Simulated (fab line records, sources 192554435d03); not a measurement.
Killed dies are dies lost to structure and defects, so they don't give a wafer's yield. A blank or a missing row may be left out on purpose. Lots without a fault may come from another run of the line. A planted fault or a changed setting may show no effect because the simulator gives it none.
fab line records | flow n5_finfet
record lots=11 wafers=32 last_day=18
route steps=1938 shown BEOL_M7@1297 PASSIVATION@1936
lots that met no fault: from a run of the same line without faults
start_h: hours from the record's first day to the start of the lot's first wafer shown | wait_h: hours since the lot's step before | " the same as in the row above | L1.1+2: a row that stands for several wafers | - no value, or no start given | * or withheld: withheld | < > ~ a bound
route shown NAME@n: a module of which the file shows steps, and the number in the route of the first | usual: mean/standard deviation of fault-free wafers | same: alike in all rows | chamber/n: place in a boat | sites: the reading at each site | _std_site: their standard deviation | _edge_site: outer sites' mean less inner sites' | radius_mm: how far each site lies from the wafer's centre | mask NAME#n: copy n | behind: the tool/chamber that last shaped the wafer | hold: why the lot was held/for how many hours/how that ended | device: the transistor (n, p or np) that didn't switch | end of line: the same wafers' tests at the end of the route | a step without rows: its recipe alone | killed: dies lost to structure and defects at the first sort, not the wafer's yield | map: a wafer's dies, x killed, . not, _ none there
set.NAME: the setting as run; set.NAME@STEP: as run at that earlier step | model.NAME: the simulator's own value behind a step, which no gauge read
steps of the route over a sample of lots; a table a step, a row a wafer
services: from which hour (start_h, from the record's first day; less than 0 if before it) a tool's chamber was out of use, for how many hours, and why
## steps
# step N5_BEOL_M7_OVL_MEAS_29
# recipe points_per_wafer=522
# usual V6_OVL=0.2/0.54
# columns lot.wafer tool chamber start_h wait_h V6_OVL[nm]
L841.1 overlay-01 0 190.00 0.0 -0.4
L841.5 " 0 " " 0.2
L841.6 " 0 " " 0.0
L842.3 overlay-02 0 199.47 0.0 -0.4
L842.4 " 0 " " 0.2
L842.6 " 0 " " 0.0
L843.3 overlay-02 0 210.61 0.0 1.4
L843.5 " 0 " " 0.6
L844.1 overlay-02 0 213.66 0.0 -0.1
L844.4 " 0 " " 1.3
L844.5 " 0 " " -0.2
L848.1 overlay-02 0 245.60 0.0 0.0
L848.3 " 0 " " 0.3
L848.6 " 0 " " 0.5
L850.1 overlay-02 0 250.64 0.0 -0.6
L850.2 " 0 " " 0.4
L850.3 " 0 " " -0.2
L849.1 overlay-02 0 263.17 0.0 0.4
L849.4 " 0 " " -0.3
L849.5 " 0 " " -0.1
L856.2 overlay-02 0 286.10 0.0 1.0
L856.3 " 0 " " 0.7
L856.5 " 0 " " 0.5
L851.2 overlay-01 0 286.27 0.0 0.5
L851.4 " 0 " " 1.5
L851.5 " 0 " " 0.8
L859.1 overlay-01 0 312.75 0.0 0.6
L859.2 " 0 " " -0.1
L859.5 " 0 " " -0.2
L863.2 overlay-02 0 342.87 0.0 1.6
L863.3 " 0 " " 1.3
L863.4 " 0 " " 0.6
# step N5_BEOL_M7_ETCH_41
# recipe chemistry=CH3F/O2 target=SiCN target_depth_a=319 taper_deg=2 time_s=57.8 ion_energy_ev=120 mask_material=TiN pressure_mtorr=30 source_w=395 bias_w=75 Ar_flow_sccm=150 CH3F_flow_sccm=30 O2_flow_sccm=20
# usual drypump_motor_current_A=5.5/0.37 oes_product_au=0.79/0.091 rf_vpp_V=297.1/1.6 showerhead_plenum_p_Torr=1.99/0.062 throttle_valve_pct=16.36/0.18
# columns lot.wafer tool chamber start_h wait_h drypump_motor_current_A oes_product_au rf_hours_counter_h rf_vpp_V showerhead_plenum_p_Torr throttle_valve_pct
L841.1 rie_diel-04 2 - - 5.7 0.71 167 294.9 1.91 16.29
L841.5 " 2 " " 5.7 0.71 - 294.9 1.91 16.32
L841.6 " 1 " " 5.0 0.68 - 297.8 1.97 16.58
L842.3 rie_diel-02 0 - - 4.8 0.68 240 296.8 1.99 16.76
L842.4 " 2 " " 5.8 0.93 18 296.7 1.97 15.97
L842.6 " 2 " " 5.8 0.93 - 296.7 1.97 15.97
L843.3 rie_diel-02 3 - - 5.7 0.88 48 300.0 2.10 16.37
L843.5 " 1 " " 6.0 0.71 - 296.9 1.97 16.46
L844.1 rie_diel-04 3 - - 5.4 0.71 207 298.6 2.07 16.46
L844.4 " 0 " " 5.7 0.84 64 296.4 1.96 16.25
L844.5 " 0 " " 5.7 0.83 - 298.3 1.96 16.25
L848.1 rie_diel-04 1 - - 5.0 0.67 249 296.9 1.96 16.63
L848.3 " 0 " " 5.6 0.84 69 295.8 1.96 16.27
L848.6 " 1 " " 5.0 0.66 - 297.2 1.96 16.64
L850.1 rie_diel-04 0 - - 5.6 0.83 71 297.0 1.96 16.26
L850.2 " 3 " " 5.4 0.69 219 297.5 2.07 16.49
L850.3 " 2 " " 5.7 0.71 187 296.2 1.91 16.35
L849.1 rie_diel-04 2 - - 5.7 0.71 192 295.6 1.90 16.35
L849.4 " 3 " " 5.4 0.69 223 299.9 2.07 16.49
L849.5 " 2 " " 5.7 0.70 - 295.2 1.90 16.33
L856.2 rie_diel-04 0 - - 5.6 0.82 81 294.2 1.96 16.29
L856.3 " 2 " " 5.7 0.70 197 295.9 1.90 16.35
L856.5 " 0 " " 5.6 0.83 - 296.6 1.96 16.29
L851.2 rie_diel-06 3 - - 5.2 0.84 65 299.2 2.11 16.10
L851.4 " 0 " " 5.6 0.73 185 298.9 2.08 16.45
L851.5 " 1 " " 5.4 0.82 - 295.3 1.95 16.57
L859.1 rie_diel-06 0 - - 5.6 0.72 193 298.6 2.08 16.48
L859.2 " 3 " " 5.2 0.82 73 299.0 2.11 16.11
L859.5 " 0 " " 5.6 0.72 - 298.7 2.08 16.48
L863.2 rie_diel-06 2 - - 6.1 0.74 175 296.0 1.97 16.29
L863.3 " 3 " " 5.2 0.79 82 299.9 2.11 16.13
L863.4 " 1 " " 5.4 0.80 110 295.1 1.94 16.60
# step N5_BEOL_M7_HM_STRIP_39
# recipe chemistry=peroxide_tin_strip material=TiN target_depth_a=250 temp_c=50 time_s=158
# usual bath_guard_temp_C=49.8/0.49 bath_heat_duty_pct=7.1/0.94
# columns lot.wafer tool chamber start_h wait_h bath_guard_temp_C bath_heat_duty_pct
L841.1 wet_bench-04 4 190.56 0.0 49.7 8.4
L841.5 " 3 " " 48.9 6.0
L841.6 " 6 " " 49.7 7.9
L842.3 wet_bench-02 2 200.01 0.0 49.2 6.9
L842.4 " 0 " " 49.2 6.5
L842.6 " 1 " " 49.3 6.7
L843.3 wet_bench-03 0 211.31 0.0 49.5 8.2
L843.5 " 4 " " 50.1 7.3
L844.1 wet_bench-04 4 214.22 0.0 49.2 9.0
L844.4 " 7 " " 50.7 5.5
L844.5 " 5 " " 50.0 7.2
L848.1 wet_bench-04 4 246.51 0.0 - -
L848.3 " 3 " " - -
L848.6 " 7 " " - -
L850.1 wet_bench-04 0 251.19 0.0 - -
L850.2 " 3 " " - -
L850.3 " 1 " " - -
L849.1 wet_bench-03 3 263.97 0.0 - -
L849.4 " 5 " " - -
L849.5 " 4 " " - -
L856.2 wet_bench-03 1 286.65 0.0 49.4 5.9
L856.3 " 5 " " 49.9 6.3
L856.5 " 2 " " 50.0 5.8
L851.2 wet_bench-04 5 286.82 0.0 49.9 7.1
L851.4 " 0 " " 49.1 7.2
L851.5 " 2 " " 50.4 6.6
L859.1 wet_bench-03 0 313.47 0.0 49.9 9.1
L859.2 " 1 " " 49.5 4.7
L859.5 " 4 " " 50.3 7.1
L863.2 wet_bench-03 5 343.79 0.0 50.1 6.8
L863.3 " 7 " " 49.8 7.5
L863.4 " 6 " " 49.4 6.6
# step N5_BEOL_M7_SPUTTER_48
# recipe material=Cu target_thk_a=100 temp_c=-20 bias_v=60 power_w=26000 chamber_pressure_pa=0.13 time_s=1.667
# usual chuck_sensor_temp_C=-16.0/0.35 throttle_valve_pct=29.9/1.1
# columns lot.wafer tool chamber start_h wait_h chuck_sensor_temp_C throttle_valve_pct
L841.1 pvd_sputter-02 - 192.29 0.1 -15.3 31.6
L841.5 " - " " -15.4 31.4
L841.6 " - " " -15.8 28.6
L842.3 pvd_sputter-02 - 201.88 0.1 -15.3 31.5
L842.4 " - " " -16.2 29.8
L842.6 " - " " -15.9 28.7
L843.3 pvd_sputter-02 - 212.66 0.2 -15.3 31.4
L843.5 " - " " -15.4 31.5
L844.1 pvd_sputter-02 - 216.76 0.1 -15.5 31.4
L844.4 " - " " -15.8 29.6
L844.5 " - " " -16.0 30.0
L848.1 pvd_sputter-02 - 247.98 0.1 -15.9 29.5
L848.3 " - " " -16.0 30.0
L848.6 " - " " -15.6 28.8
L850.1 pvd_sputter-02 - 252.81 0.3 -15.8 28.8
L850.2 " - " " -15.9 29.8
L850.3 " - " " -15.7 29.7
L849.1 pvd_sputter-03 - 266.01 0.7 -15.9 28.5
L849.4 " - " " -16.3 31.9
L849.5 " - " " -16.2 31.7
L856.2 pvd_sputter-03 - 287.76 0.1 -16.5 29.7
L856.3 " - " " -16.1 28.4
L856.5 " - " " -16.1 28.6
L851.2 pvd_sputter-03 - 288.34 0.4 -16.1 28.5
L851.4 " - " " -16.4 29.8
L851.5 " - " " -16.8 29.3
L859.1 pvd_sputter-01 - 316.20 1.2 -15.7 31.1
L859.2 " - " " -15.9 29.9
L859.5 " - " " -15.8 30.2
L863.2 pvd_sputter-01 - 346.35 0.9 -16.0 29.8
L863.3 " - " " -16.3 29.4
L863.4 " - " " -16.0 29.8
# step N5_BEOL_M7_CMP_52
# recipe stop_on=SiCOH_lowk t_overpolish_s=6.9 down_force_psi=1 platen_rpm=50 clearing_platen_down_force_psi=1.5 clearing_platen_rpm=50 post_cmp_clean=cu_alkaline target_thk_nm=80 clearing_platen_pad_velocity_m_s=0.99484 pad_velocity_m_s=0.99484
# usual barrier_field_endpoint_s=29.2/0.87 motor_current_A=5.9/0.64
# columns lot.wafer tool chamber start_h wait_h barrier_field_endpoint_s motor_current_A
L841.1 cmp-01 1 192.80 0.3 30.6 5.2
L841.6 " 1 " " 30.4 5.3
L841.5 " 2 " " 29.3 5.4
L842.4 cmp-02 0 203.13 0.3 30.0 5.5
L842.3 " 1 " " 27.7 6.8
L842.6 " 3 " " 29.1 5.5
L843.3 cmp-02 3 213.53 0.2 29.8 5.9
L843.5 " 1 " " 29.0 6.5
L844.1 cmp-03 3 217.30 0.3 29.4 5.2
L844.4 " 1 " " 28.2 5.9
L844.5 " 3 " " 29.4 4.9
L848.1 cmp-02 3 248.79 0.3 36.5 5.7
L848.3 " 1 " " 36.6 6.7
L848.6 " 2 " " 38.3 6.5
L850.2 cmp-01 0 253.54 0.2 36.1 6.0
L850.3 " 2 " " 35.8 5.3
L850.1 " 3 " " 36.1 5.9
L849.4 cmp-01 3 266.71 0.1 36.2 6.0
L849.1 " 1 " " 37.7 5.1
L849.5 " 3 " " 36.5 6.2
L856.3 cmp-02 3 288.30 0.2 28.6 5.8
L856.2 " 0 " " 29.0 5.6
L856.5 " 3 " " 29.5 5.6
L851.2 cmp-01 1 288.95 0.3 28.3 5.1
L851.4 " 2 " " 28.4 5.5
L851.5 " 3 " " 28.7 6.3
L859.2 cmp-02 1 317.02 0.4 27.3 6.6
L859.1 " 3 " " 29.1 5.6
L859.5 " 1 " " 27.7 6.5
L863.3 cmp-02 3 346.95 0.3 29.8 5.3
L863.4 " 0 " " 30.9 5.6
L863.2 " 1 " " 28.5 6.6
# step N5_PASSIVATION_PROBE_49
# usual defect_limited_yield=91.0/1.4 killed_at_M0_to_M3=35/10 killed_at_M4_up=14/5.5 killed_at_contacts=13/5.6 killed_at_front_end=41/11 killed_at_other=4/3.4 killed_dies=106/16 killed_open=68/12 killed_short=35/7.3 sort_bin_4_leakage=0.3/2.1 sort_bin_5_function=5.3/0.89 sort_bin_6_memory=3.4/0.67 sort_n_pass=1070/28 sort_yield_pct=90.7/2.4
# same gross_dies=1180 killed_at_back_side=0 sort_bin_8_speed[%]=0
# columns lot.wafer tool chamber start_h wait_h defect_limited_yield[%] killed_at_M0_to_M3 killed_at_M4_up killed_at_contacts killed_at_front_end killed_at_other killed_dies killed_open killed_short sort_bin_4_leakage[%] sort_bin_5_function[%] sort_bin_6_memory[%] sort_n_pass sort_yield_pct[%]
L849.4 prober-02 - 350.67 0.2 89.2 55 10 11 42 10 128 75 51 0 5.9 4.5 1052 89.2
# killed by level:class
L849.4 BEOL_M0_SAQP:geometric_particle:short=18 FIN_SAQP:geometric_particle:short=11 BEOL_M1:geometric_particle:open=11 FIN_SAQP:geometric_particle:open=10 MOL_CONTACT_COAG:geometric_particle:open=9 BEOL_M0_SAQP:geometric_particle:open=8 DUMMY_GATE:geometric_particle:open=6 BEOL_M0:geometric_particle:open=4
## services
# columns tool chamber start_h hours kind
cmp-03 - 169.69 6.0 pm
rie_diel-06 3 176.37 19.3 repair
cmp-03 - 197.42 0.9 repair
cmp-01 - 200.65 0.3 repair
cmp-01 - 203.69 1.4 repair
rie_diel-04 0 222.79 11.3 repair
cmp-02 - 225.93 1.8 repair
rie_diel-04 2 228.08 2.4 repair
cmp-02 - 229.14 4.0 pm
rie_diel-04 1 249.86 - clean
rie_diel-04 1 249.86 - consumable_replace:focus_ring
cmp-02 - 275.01 1.8 repair
wet_bench-04 - 287.69 4.4 pm
cmp-03 - 289.89 0.8 repair
cmp-01 - 291.28 3.5 repair
cmp-02 - 294.31 4.3 repair
rie_diel-06 2 299.45 8.1 repair
cmp-03 - 312.48 0.7 repair
cmp-03 - 315.57 5.6 repair
pvd_sputter-03 - 316.53 4.6 repair
rie_diel-06 0 337.05 4.8 repair
cmp-03 - 339.87 4.0 pm
cmp-03 - 344.62 10.7 pm
cmp-01 - 346.94 1.4 repair
## key
first_sign step=N5_BEOL_M7_HM_STRIP_39 reading=tool_record direction=missing
effect step=N5_BEOL_M7_CMP_52 reading=barrier_field_endpoint_s direction=up sigmas=8.6 usual=29.2 struck=36.6
met_at N5_BEOL_M7_HM_STRIP_39
struck_lots L848,L849,L850
not_acting_at N5_BEOL_M7_OVL_MEAS_29,N5_BEOL_M7_ETCH_41,N5_BEOL_M7_SPUTTER_48
onset_between 214.22 246.51
fault kind=skipped_step_whole tool=wet_bench-03,wet_bench-04 chamber=- onset_h=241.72 steps=N5_BEOL_M7_HM_STRIP_39 scope=struck_lots_only
